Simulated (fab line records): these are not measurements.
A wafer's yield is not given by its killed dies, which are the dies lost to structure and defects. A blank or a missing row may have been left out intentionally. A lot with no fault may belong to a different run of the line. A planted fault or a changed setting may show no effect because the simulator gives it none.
Matching of chambers + flow n5_finfet + rie_diel-06 running N5_BEOL_M3_DESCUM_16: 4 sister chambers
The step chemistry O2, time 7 s. 24 wafers are shown with their chamber, then 12 later ones without.

== EACH WAFER AND ITS CHAMBER ==
| wafer  | chamber | showerhead_plenum_p_Torr (Torr) | throttle_valve_pct (%) | drypump_motor_current_A (A) |
|--------|---------|---------------------------------|------------------------|-----------------------------|
| L078.2 | 3       | 2.02                            | 20.94                  | 5.4                         |
| L078.3 | 2       | 2.17                            | 20.50                  | 5.2                         |
| L078.6 | 3       | 2.02                            | 20.93                  | 5.3                         |
| L085.1 | 0       | 2.06                            | 20.32                  | 4.9                         |
| L085.4 | 3       | 2.01                            | 20.95                  | 5.3                         |
| L085.6 | 3       | 2.01                            | 20.95                  | 5.4                         |
| L076.3 | 1       | 1.98                            | 20.36                  | 5.7                         |
| L076.4 | 3       | 2.01                            | 20.97                  | 5.3                         |
| L076.6 | 1       | 1.98                            | 20.37                  | 5.7                         |
| L090.2 | 3       | 2.01                            | 20.98                  | 5.3                         |
| L090.4 | 1       | 1.98                            | 20.35                  | 5.6                         |
| L090.6 | 2       | 2.16                            | 20.51                  | 5.2                         |
| L088.2 | 0       | 2.05                            | 20.30                  | 4.9                         |
| L088.3 | 1       | 1.98                            | 20.37                  | 5.7                         |
| L088.6 | 0       | 2.05                            | 20.30                  | 4.9                         |
| L091.2 | 3       | 2.01                            | 20.96                  | 5.4                         |
| L091.5 | 1       | 1.98                            | 20.36                  | 5.7                         |
| L091.6 | 0       | 2.05                            | 20.29                  | 5.0                         |
| L092.1 | 2       | 2.16                            | 20.53                  | 5.2                         |
| L092.2 | 3       | 2.01                            | 20.97                  | 5.3                         |
| L092.4 | 1       | 1.98                            | 20.37                  | 5.6                         |
| L093.2 | 0       | 2.05                            | 20.31                  | 4.9                         |
| L093.4 | 3       | 2.01                            | 20.98                  | 5.3                         |
| L093.6 | 2       | 2.16                            | 20.55                  | 5.2                         |

SIGNATURES, as means of the wafers listed above
| reading                  | chamber 0 | chamber 1 | chamber 2 | chamber 3 | scatter within a chamber |
|--------------------------|-----------|-----------|-----------|-----------|--------------------------|
| showerhead_plenum_p_Torr | 2.0520    | 1.9800    | 2.1625    | 2.0122    | 0.00394                  |
| throttle_valve_pct       | 20.3040   | 20.3633   | 20.5225   | 20.9589   | 0.0155                   |
| drypump_motor_current_A  | 4.920     | 5.667     | 5.200     | 5.333     | 0.0455                   |
Rule: a wafer lies at a distance from a chamber equal to the root of the sum of squares, over the readings, of (its reading less the chamber's mean, divided by the reading's scatter). The wafer belongs to the nearest chamber; if the next one is less than 2 further off, it can't be placed. The scatter: the root of (the sum of the squares of (reading less its chamber's mean) over the shown wafers, divided by (wafers less chambers)).

== WAFERS MISSING THEIR CHAMBER ==
| wafer  | showerhead_plenum_p_Torr (Torr) | throttle_valve_pct (%) | drypump_motor_current_A (A) |
|--------|---------------------------------|------------------------|-----------------------------|
| L094.1 | 2.05                            | 20.32                  | 4.9                         |
| L094.3 | 2.01                            | 20.98                  | 5.3                         |
| L094.4 | 1.98                            | 20.38                  | 5.6                         |
| L095.2 | 2.16                            | 20.54                  | 5.2                         |
| L095.5 | 2.05                            | 20.31                  | 4.9                         |
| L095.6 | 1.98                            | 20.38                  | 5.7                         |
| L096.2 | 1.98                            | 20.37                  | 5.7                         |
| L096.5 | 2.05                            | 20.31                  | 4.9                         |
| L096.6 | 1.98                            | 20.38                  | 5.6                         |
| L097.1 | 2.01                            | 20.98                  | 5.4                         |
| L097.5 | 2.16                            | 20.55                  | 5.2                         |
| L097.6 | 1.98                            | 20.37                  | 5.7                         |

== CHAMBER TAKEN BY EACH ==
| wafer  | from the rows above | in truth |
|--------|---------------------|----------|
| L094.1 | 0                   | 0        |
| L094.3 | 3                   | 3        |
| L094.4 | 1                   | 1        |
| L095.2 | 2                   | 2        |
| L095.5 | 0                   | 0        |
| L095.6 | 1                   | 1        |
| L096.2 | 1                   | 1        |
| L096.5 | 0                   | 0        |
| L096.6 | 1                   | 1        |
| L097.1 | 3                   | 3        |
| L097.5 | 2                   | 2        |
| L097.6 | 1                   | 1        |
Placed correctly: 12 of 12. From these rows, 0 cannot be placed. Number placed wrongly: 0.
